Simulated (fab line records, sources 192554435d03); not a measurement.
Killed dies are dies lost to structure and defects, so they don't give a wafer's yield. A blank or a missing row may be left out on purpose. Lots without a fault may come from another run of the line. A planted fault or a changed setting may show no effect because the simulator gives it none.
Split-lot experiment | flow n5_finfet | 7 lots, 21 wafers read, on a route of 1938 steps

THE SPLIT
At N5_BEOL_M5_COAT_65 (time 60 s, resist thk 60 nm), the setting spin_rpm was moved away from the recipe's 1500 rpm on 9 of the 21 wafers read, by -8.1% to +6.2%. The other wafers ran this setting at the recipe's value.

FROM THE SPLIT TO THE READING: what the file shows between them, 6 steps
- N5_BEOL_M5_COAT_74: time 60 s, resist thk 5 nm (also split here: spin_rpm)
- N5_BEOL_M5_COAT_22: resist thk 30 nm
- N5_BEOL_M5_EBR_24
- N5_BEOL_M5_DESCUM_33: chemistry O2, time 7 s
- N5_BEOL_M5_ETCH_75: etches underlayer in N2/H2, target depth 6.5 nm, time 5.2 s
- N5_BEOL_M5_ETCH_67: etches SiARC in CF4, target depth 15.6 nm, time 26 s

THE READING
etch.depth_nm (the simulator's own value, which no gauge read), in nm, at N5_BEOL_M5_ETCH_68 (etches SOC in N2/H2, target depth 80 nm, overetch 16 nm, time 120 s). The file gives no usual value for it. The 12 wafers here that ran the recipe average 60.01 nm, standard deviation 0.14 nm.

wafer  | tool, chamber at the split | spin_rpm as run, rpm | against the recipe | etch.depth_nm, nm | against lot-mates on the recipe
L078.2 | litho_track-03, 0          | 1500                 | recipe             | 59.87             | -
L078.4 | litho_track-03, 0          | 1500                 | recipe             | 59.96             | -
L078.5 | litho_track-03, 0          | 1545                 | +3.0%              | 59                | -0.91
L087.2 | litho_track-04, 0          | 1593                 | +6.2%              | 58.4              | no lot-mate on the recipe
L087.5 | litho_track-04, 0          | 1593                 | +6.2%              | 58.31             | no lot-mate on the recipe
L087.6 | litho_track-04, 0          | 1593                 | +6.2%              | 58.58             | no lot-mate on the recipe
L088.1 | litho_track-04, 0          | 1550                 | +3.3%              | 59.14             | -0.88
L088.2 | litho_track-04, 0          | 1550                 | +3.3%              | 59.01             | -1.01
L088.6 | litho_track-04, 0          | 1500                 | recipe             | 60.02             | -
L090.2 | litho_track-04, 0          | 1500                 | recipe             | 59.76             | -
L090.3 | litho_track-04, 0          | 1500                 | recipe             | 59.85             | -
L090.5 | litho_track-04, 0          | 1500                 | recipe             | 59.88             | -
L095.2 | litho_track-03, 0          | 1500                 | recipe             | 60.14             | -
L095.3 | litho_track-03, 0          | 1378                 | -8.1%              | 62.76             | +2.61
L095.5 | litho_track-03, 0          | 1500                 | recipe             | 60.16             | -
L096.1 | litho_track-01, 0          | 1500                 | recipe             | 60.19             | -
L096.2 | litho_track-01, 0          | 1500                 | recipe             | 60.09             | -
L096.6 | litho_track-01, 0          | 1500                 | recipe             | 60.22             | -
L097.3 | litho_track-04, 0          | 1382                 | -7.9%              | 62.63             | +2.62
L097.4 | litho_track-04, 0          | 1382                 | -7.9%              | 62.67             | +2.66
L097.5 | litho_track-04, 0          | 1500                 | recipe             | 60.01             | -

THE FIT
A straight line over all 21 wafers: etch.depth_nm changes by -0.306 nm for each +1% of spin_rpm; r = -0.99; the points scatter about the line by 0.18 nm.
The same after taking each lot's own level away (the mean of its wafers on the recipe; 18 wafers): -0.323 nm for each +1%; r = -1.00; scatter 0.068 nm.
On that fit, the largest move of spin_rpm shifts the reading by 2.6 nm.
The lots' own levels span 59.830 to 60.167 nm, that is 2.3 times the standard deviation above.
So the lot-to-lot level changes the slope little: the two slopes agree.
Check: with one of the wafers moved furthest among these (-8.1%) left out of the fit, the line predicts +2.67 nm for it against its lot-mates. It came out at +2.61 nm against them.

OTHER SPLITS ON THESE WAFERS
These wafers also went through other splits before the reading. Each is held against what the fit with the lots' levels taken away leaves over:
other split on the same wafers | wafers away from the commonest value | r with etch.depth_nm (lot level and that fit taken away)
N5_BEOL_M4_PECVD_72 temp_c     | 8                                    | -0.04
N5_BEOL_M4_COAT_62 spin_rpm    | 9                                    | -0.02
N5_BEOL_M5_COAT_71 spin_rpm    | 7                                    | +0.13
N5_BEOL_M5_DESCUM_16 time_s    | 8                                    | -0.58
N5_BEOL_M5_COAT_74 spin_rpm    | 7                                    | +0.63

THE WHOLE CHAIN: every reading that the file lists as answering this split, in the file's order
step               | what it does                                                        | reading                                                                        | change (the file's fit)               | r (the file's)
N5_BEOL_M5_COAT_65 | time 60 s, resist thk 60 nm                                         | SOC_of_BEOL_M5_COAT_65.thk_nm (the simulator's own value, which no gauge read) | -0.319 nm for each +1% of the setting | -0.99
N5_BEOL_M5_ETCH_68 | etches SOC in N2/H2, target depth 80 nm, overetch 16 nm, time 120 s | etch.depth_nm (the simulator's own value, which no gauge read)                 | -0.323 nm for each +1% of the setting | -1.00

THE FILE'S OWN FIT
etch.depth_nm changes by -0.323 nm for each +1% of spin_rpm, r = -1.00.
